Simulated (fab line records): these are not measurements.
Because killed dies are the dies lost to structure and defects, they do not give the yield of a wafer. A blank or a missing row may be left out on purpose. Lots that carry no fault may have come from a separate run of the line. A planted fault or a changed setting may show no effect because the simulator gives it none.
Which tool is to blame?    flow n5-finfet    Sampling: 9 lots, 27 wafers, 6 of 1938 route steps

WHAT EACH GAUGE READ, for each wafer
N5_MOL_CONTACT_COAG_CD_MEAS_137 targets a cd of 16 nm. Usual: cd-nm reads 16.0 nm (standard deviation 0.36).
lot   measured      on         cd-nm (nm)      flag
L602  day 5 14:43   cd-sem-01  15.9 15.2 15.4  
L603  day 5 16:43   cd-sem-01  16.2 15.7 16.4  
L606  day 6 13:41   cd-sem-03  16.6 16.2 16.1  
L613  day 8 07:22   cd-sem-01  16.7 16.1 16.1  
L612  day 8 08:28   cd-sem-03  15.7 15.6 16.0  
L619  day 9 16:06   cd-sem-03  15.9 16.2 16.4  
L620  day 9 20:43   cd-sem-01  15.4 16.2 16.2  
L623  day 10 14:38  cd-sem-02  16.1 16.6 16.2  
L624  day 11 06:48  cd-sem-02  16.1 16.5 16.4  

N5_MOL_CONTACT_COAG_OVL_MEAS_41. Usual: VD_OVL gives 0.0 nm (standard deviation 0.72).
lot   measured      on          VD_OVL (nm)     flag
L602  day 5 15:11   overlay-01  0.8 1.2 1.5     
L603  day 5 17:04   overlay-02  -0.4 -0.1 0.2   
L606  day 6 14:02   overlay-01  -0.2 -1.1 -1.5  
L613  day 8 07:51   overlay-02  0.8 -0.1 -0.3   
L612  day 8 08:56   overlay-02  0.3 0.0 0.3     
L619  day 9 16:28   overlay-02  -1.2 0.1 -0.3   
L620  day 9 21:04   overlay-02  -1.1 -0.5 -1.5  
L623  day 10 15:07  overlay-02  0.7 0.8 1.0     
L624  day 11 07:17  overlay-01  -1.0 0.2 -0.8   

N5_BEOL_M0_SAQP_CD_MEAS_14 targets a cd of 42.5 nm. Usual: cd-nm reads 42.6 nm (standard deviation 0.34).
lot   measured      on         cd-nm (nm)      flag
L602  day 6 09:18   cd-sem-01  42.6 42.8 42.8  
L603  day 6 09:08   cd-sem-01  42.9 43.0 42.4  
L606  day 6 20:13   cd-sem-02  40.7 40.4 40.5  OFF
L613  day 8 15:01   cd-sem-03  43.0 43.0 42.6  
L612  day 8 18:07   cd-sem-02  41.7 41.4 41.3  OFF
L619  day 10 00:01  cd-sem-03  43.0 42.9 42.5  
L620  day 10 04:28  cd-sem-03  42.0 42.0 42.7  
L623  day 11 02:23  cd-sem-01  43.2 42.9 42.9  
L624  day 11 13:55  cd-sem-01  42.5 42.6 42.4  

N5_BEOL_M4_RC_MEAS_101. Usual: DIBL_N 36.5 mV/V, standard deviation 2; DIBL_P 36.5 mV/V, standard deviation 2.3; IOFF_N 0.16 nA/um, standard deviation 0.036; IOFF_P 0.21 nA/um, standard deviation 0.037; ION_N 672 uA/um, standard deviation 12; ION_P 459 uA/um, standard deviation 7.1; SS_N 71.6 mV/dec, standard deviation 0.73; SS_P 73.4 mV/dec, standard deviation 0.76; VT_N 250 mV, standard deviation 3.3; VT_P -250.5 mV, standard deviation 2.9.
lot   measured      on         DIBL_N (mV/V)   DIBL_P (mV/V)   IOFF_N (nA/um)  IOFF_P (nA/um)  ION_N (uA/um)  ION_P (uA/um)  SS_N (mV/dec)   SS_P (mV/dec)   VT_N (mV)    VT_P (mV)             flag
L602  day 8 23:19   prober-02  37.5 39.7 38.2  37.7 40.1 38.4  0.16 0.20 0.17  0.22 0.25 0.23  672 676 673    459 464 461    71.8 72.6 72.1  74.5 74.9 74.8  248 248 250  -247.8 -246.5 -249.2  
L603  day 8 18:32   prober-01  36.6 36.1 38.4  33.7 33.6 36.9  0.13 0.13 0.17  0.17 0.18 0.22  661 668 687    458 455 471    71.9 70.7 72.0  72.1 72.0 73.1  251 251 245  -253.6 -250.0 -247.1  
L606  day 9 02:56   prober-01  32.9 36.0 31.2  33.3 36.4 31.0  0.11 0.15 0.10  0.17 0.21 0.14  671 682 672    465 468 465    70.6 70.7 69.7  72.2 73.5 72.0  253 249 257  -255.8 -247.8 -254.7  
L613  day 11 17:28  prober-01  38.3 39.4 38.6  36.8 37.8 37.5  0.19 0.24 0.21  0.25 0.27 0.27  684 693 680    464 465 462    71.7 72.8 72.3  74.4 74.5 74.3  245 243 247  -248.6 -247.5 -247.8  
L612  day 11 20:26  prober-02  36.6 37.1 34.2  37.2 38.2 34.3  0.17 0.18 0.12  0.23 0.26 0.18  676 684 663    463 472 460    71.1 71.7 70.6  73.9 74.3 72.4  250 246 255  -246.2 -246.0 -249.6  
L619  day 12 10:17  prober-02  35.3 35.1 36.7  33.9 33.6 35.6  0.13 0.13 0.15  0.20 0.19 0.23  667 671 679    463 464 470    70.7 70.4 71.5  72.7 72.4 73.3  253 252 249  -247.5 -250.6 -247.3  
L620  day 13 08:45  prober-02  36.0 32.4 38.2  36.4 33.5 40.1  0.16 0.12 0.22  0.20 0.16 0.26  654 668 693    452 463 474    72.2 70.2 72.2  73.7 72.5 73.2  251 250 244  -253.1 -252.6 -248.4  
L623  day 13 21:25  prober-01  38.1 37.5 37.7  41.2 39.5 39.4  0.24 0.21 0.21  0.30 0.26 0.26  691 684 661    474 467 449    72.1 71.8 72.3  73.9 74.3 74.0  243 248 247  -243.0 -246.6 -245.4  
L624  day 14 20:04  prober-01  38.1 39.1 38.8  40.2 40.6 41.3  0.19 0.22 0.21  0.21 0.23 0.23  671 682 675    457 457 456    71.6 72.8 72.4  75.2 74.2 74.7  249 246 248  -250.8 -251.5 -248.9  

EACH LOT AND THE TOOL THAT RAN IT (in order: tool; ch and the chambers of the sampled wafers; start)
lot   N5_MOL_CONTACT_COAG_VIA_ETCH_117    N5_BEOL_M0_SAQP_EXPOSE_11
L602  rie-diel-05 ch 0,3, day 5 15:47     arfi-scanner-02 ch 0, day 6 09:10
L603  rie-diel-05 ch 0,3, day 5 17:42     arfi-scanner-01 ch 0, day 6 09:01
L606  rie-diel-06 ch 0,2,3, day 6 14:36   arfi-scanner-01 ch 0, day 6 20:05
L613  rie-diel-05 ch 0,3, day 8 08:32     arfi-scanner-03 ch 0, day 8 14:53
L612  rie-diel-06 ch 2,3, day 8 10:50     arfi-scanner-01 ch 0, day 8 18:00
L619  rie-diel-01 ch 2, day 9 17:28       arfi-scanner-02 ch 0, day 9 23:53
L620  rie-diel-05 ch 0,2,3, day 9 22:35   arfi-scanner-03 ch 0, day 10 04:21
L623  rie-diel-05 ch 0,1,3, day 10 17:34  arfi-scanner-02 ch 0, day 11 02:16
L624  rie-diel-06 ch 0,1, day 11 07:51    arfi-scanner-02 ch 0, day 11 13:48
- N5_MOL_CONTACT_COAG_VIA_ETCH_117: etches SiO2 in C4F6/O2, target depth 40 nm, overetch 8 nm, time 26 s.
- N5_BEOL_M0_SAQP_EXPOSE_11: exposes mask M0 CORE, target cd 42 nm.

WHAT THE TOOLS THEMSELVES READ (means of the sampled wafers that have a number; where no wafer has one, the mark that the record gives instead)
N5_MOL_CONTACT_COAG_VIA_ETCH_117. Usual: chamber-pressure-mTorr 10.001 mTorr, standard deviation 0.01; drypump-motor-current-A 5.8 A, standard deviation 0.62; oes-product-au 0.69 a.u., standard deviation 0.055; rf-vpp-V 1575 V, standard deviation 26; showerhead-plenum-p-Torr 2.79 Torr, standard deviation 0.081; throttle-valve-pct 41.0 %, standard deviation 0.36.
lot   tool         chamber-pressure-mTorr (mTorr)  drypump-motor-current-A (A)  oes-product-au (a.u.)  rf-vpp-V (V)  showerhead-plenum-p-Torr (Torr)  throttle-valve-pct (%)  flag
L602  rie-diel-05  10.004                          5.8                          0.65                   1590          2.84                             40.9                    
L603  rie-diel-05  10.001                          6.2                          0.66                   1566          2.78                             41.3                    
L606  rie-diel-06  10.001                          5.5                          0.71                   1565          2.74                             40.9                    
L613  rie-diel-05  10.005                          6.2                          0.64                   1565          2.77                             41.3                    
L612  rie-diel-06  9.999                           5.1                          0.73                   1586          2.75                             40.8                    
L619  rie-diel-01  9.998                           6.7                          0.68                   1592          2.82                             40.6                    
L620  rie-diel-05  9.999                           5.9                          0.64                   1579          2.81                             41.2                    
L623  rie-diel-05  9.997                           6.0                          0.66                   1578          2.78                             41.1                    
L624  rie-diel-06  9.997                           6.2                          0.71                   1549          2.77                             40.9                    

N5_BEOL_M0_SAQP_EXPOSE_11. Usual: exposure-dose-mJ-cm2 54.99, standard deviation 0.06; reticle-temp-C 23.00 C, standard deviation 0.11.
lot   tool             exposure-dose-mJ-cm2  reticle-temp-C (C)  flag
L602  arfi-scanner-02  54.97                 23.05               
L603  arfi-scanner-01  54.94                 23.08               
L606  arfi-scanner-01  58.54                 22.94               OFF
L613  arfi-scanner-03  55.11                 23.11               
L612  arfi-scanner-01  57.83                 23.10               OFF
L619  arfi-scanner-02  55.08                 22.99               
L620  arfi-scanner-03  55.00                 22.94               
L623  arfi-scanner-02  54.97                 23.08               
L624  arfi-scanner-02  55.00                 22.86               

THE ANSWER, worked out from the rows above alone
Rule: a lot is off if the mean of its wafers that have a number lies more than 3 standard deviations from the usual mean. Also off: a lot with no number at a reading for which 4 or more lots have one. The other lots that the step has rows for count as sound. After the gauges, taken in route order, come the tools' own readings; for these a lot's mean is taken, as printed above. The first step at which some lot is off is used, and at that step the reading that is off furthest; a lot without a number counts as furthest.
Off: L606, L612 (N5_BEOL_M0_SAQP_CD_MEAS_14, cd-nm).
A tool fits if, at a process step before that reading, it ran every lot that is off, and no sound lot after the first of them. Not tried: the gauges at N5_BEOL_M0_SAQP_CD_MEAS_14; whatever is off there is also off at N5_BEOL_M0_SAQP_EXPOSE_11, on other tools, and gauge error can't account for it. One fits: N5_BEOL_M0_SAQP_EXPOSE_11 on arfi-scanner-01. A fault onset in the window from L603 (day 6 09:01, its last sound lot) to L606 (day 6 20:05, its first lot off) fits.
On the lots that are off, the tool's own readings at N5_BEOL_M0_SAQP_EXPOSE_11 differ by more than 5 times the standard deviation of the sound lots' means, which bears it out; exposure-dose-mJ-cm2 reads 58.19 there versus 55.01 on the sound lots.

WHAT THE SIMULATOR HAD INSERTED
Process parameters drifting: arfi-scanner-01 at N5_BEOL_M0_SAQP_EXPOSE_11, beginning at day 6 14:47. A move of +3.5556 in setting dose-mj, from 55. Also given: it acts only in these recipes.
Lots struck among those shown: L606, L612. Same finding as the rule above.
